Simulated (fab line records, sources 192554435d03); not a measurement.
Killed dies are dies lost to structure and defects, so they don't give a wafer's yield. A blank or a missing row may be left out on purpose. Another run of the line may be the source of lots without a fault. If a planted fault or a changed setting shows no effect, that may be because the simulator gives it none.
A struck lot beside a sound one    flow n5_finfet    22 steps out of a route of 1938
Sound: wafers L786.3, L786.4, L786.5. Struck: wafers L803.4, L803.5. (L803.1 of the same lot was not struck and is left out.) The cause comes at the end.
At each step with rows: each side's tool, then ch and its chambers, then its first start. Under that, the readings that differ: sound wafers    struck wafers    difference of the means    sigmas: that difference in standard deviations of wafers without a fault.
alike: a reading whose means differ by less than 2 such deviations, as well as words and numbers matching on both sides. not compared: withheld readings; readings where some wafer has no value; bounds like >300 that might hide an equal value; numbers whose values overlap and for which the record gives no deviation.
The two part at a step that has a row with sigmas, a row that says differs or no value, or rows on one side only. Non-overlapping numbers with no deviation appear without sigmas and do not part them. Lack of a reading on every wafer of one side parts them only where that side has two or more wafers.

first, 3 steps without rows for these wafers: N5_PMOS_HMC_CHANNEL_EPI_EXPOSE_06 (exposes mask PMOS HMC BLK, target cd 240 nm); N5_PMOS_HMC_CHANNEL_EPI_PEB_07 (peb time 60 s); N5_PMOS_HMC_CHANNEL_EPI_DEVELOP_08 (develop time 30 s).
N5_PMOS_HMC_CHANNEL_EPI_CD_MEAS_09: target cd 237.4 nm.
  sound on cd_sem-03 ch 0, day 2 10:59; struck on cd_sem-02 ch 0, day 6 17:45
  alike: cd_nm
N5_PMOS_HMC_CHANNEL_EPI_OVL_MEAS_10:
  sound on overlay-01 ch 0, day 2 11:01; struck on overlay-01 ch 0, day 6 17:47
  alike: PMOS_HMC_BLK_OVL
N5_PMOS_HMC_CHANNEL_EPI_INSPECT_11: inspects for defects (macro).
  sound: defect_inspect-02 at day 2 11:03; struck: defect_inspect-02 at day 6 17:48
  alike: raw_defect_count
N5_PMOS_HMC_CHANNEL_EPI_DESCUM_14: chemistry O2, time 7.9 s.
  sound on rie_diel-05 ch 0,1,3, day 2 11:05; struck on rie_diel-05 ch 2,3, day 6 17:50
  alike: drypump_motor_current_A, oes_product_au, rf_vpp_V, showerhead_plenum_p_Torr, temp_c, throttle_valve_pct
  not compared: rf_hours_counter_h
N5_PMOS_HMC_CHANNEL_EPI_ETCH_32: etches BARC in N2/H2, stops on SiO2, target depth 85.8 nm, time 50.3 s.
  sound on rie_diel-05 ch 0,1,3, day 2 11:07; struck on rie_diel-05 ch 2,3, day 6 17:52
  alike: bias_w, drypump_motor_current_A, oes_product_au, rf_vpp_V, showerhead_plenum_p_Torr, throttle_valve_pct
  not compared: rf_hours_counter_h
N5_PMOS_HMC_CHANNEL_EPI_HM_OPEN_15: chemistry CHF3/O2, target SiO2, target depth 40.6 nm, time 20.3 s.
  sound on rie_diel-05 ch 0,1,3, day 2 11:10; struck on rie_diel-05 ch 2,3, day 6 17:55
  alike: bias_w, drypump_motor_current_A, oes_o_777_au, oes_product_au, rf_vpp_V, showerhead_plenum_p_Torr, throttle_valve_pct
  not compared: rf_hours_counter_h
N5_PMOS_HMC_CHANNEL_EPI_STRIP_33: strips in N2/H2.
  sound on rie_diel-05 ch 0,1,3, day 2 11:13; struck on rie_diel-05 ch 2,3, day 6 17:58
  alike: drypump_motor_current_A, oes_product_au, power_w, rf_vpp_V, showerhead_plenum_p_Torr, temp_c, throttle_valve_pct
  not compared: rf_hours_counter_h
then, 2 steps without rows for these wafers: N5_PMOS_HMC_CHANNEL_EPI_STRIP_17 (strips in SPM, time 750 s); N5_PMOS_HMC_CHANNEL_EPI_ETCH_38 (etches SiO2 in CF4, target depth 1.5 nm).
N5_PMOS_HMC_CHANNEL_EPI_FIN_RECESS_16: chemistry HBr/Cl2, target Si, target depth 54 nm, time 18 s.
  sound on rie_si-04 ch 1,2, day 2 11:32; struck on rie_si-05 ch 0,2, day 6 18:17
reading                                           sound              struck       difference                     sigmas
bias_w (W)                                        74.97 74.97 75.26  - -          no value on the struck wafers  
model.etch.depth_nm (nm)                          54.62 52.05 55.16  51.65 50.94  -2.65                          
model.PMOS_HMC_CHANNEL_EPI.feature_depth_nm (nm)  54.62 52.05 55.16  51.65 50.94  -2.65                          
  alike: drypump_motor_current_A, mfc_cl2_sccm, oes_product_au, throttle_valve_pct
  not compared: rf_hours_counter_h
then, 6 steps without rows for these wafers: N5_PMOS_HMC_CHANNEL_EPI_PRECLEAN_36 (cleans in O3/DIW, time 45 s); N5_PMOS_HMC_CHANNEL_EPI_PRECLEAN_18 (cleans in DHF, time 30 s); N5_PMOS_HMC_CHANNEL_EPI_SRD_19 (time 30 s); N5_PMOS_HMC_CHANNEL_EPI_EPI_20 (deposits SiGe30, target thk 59 nm); N5_PMOS_HMC_CHANNEL_EPI_HM_STRIP_35 (strips SiO2 in dHF, material SiO2, target depth 39.6 nm, time 216 s); N5_PMOS_HMC_CHANNEL_EPI_SRD_39 (time 30 s).
N5_PMOS_HMC_CHANNEL_EPI_CMP_21: polishes SiGe30, target thk 54 nm.
  sound on cmp-04 ch 1,3, day 2 13:27; struck on cmp-04 ch 1,3, day 6 20:14
  alike: motor_current_A
N5_PMOS_HMC_CHANNEL_EPI_THK_MEAS_22:
  sound: film_metro-01 at day 2 13:44; struck: film_metro-02 at day 6 20:30
reading           sound           struck     difference  sigmas
HMC_CMP_THK (nm)  54.4 51.8 54.9  51.5 50.8  -2.5        -2
then, 1 step without rows for these wafers: N5_PMOS_HMC_CHANNEL_EPI_PRECLEAN_40 (cleans in DHF, time 30 s).

WHERE THEY PART
At N5_PMOS_HMC_CHANNEL_EPI_FIN_RECESS_16 first; at N5_PMOS_HMC_CHANNEL_EPI_THK_MEAS_22 last (within this record only).

WHY: what had been put in by the simulator
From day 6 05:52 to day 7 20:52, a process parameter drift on rie_si-05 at N5_PMOS_HMC_CHANNEL_EPI_FIN_RECESS_16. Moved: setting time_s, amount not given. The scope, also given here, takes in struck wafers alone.
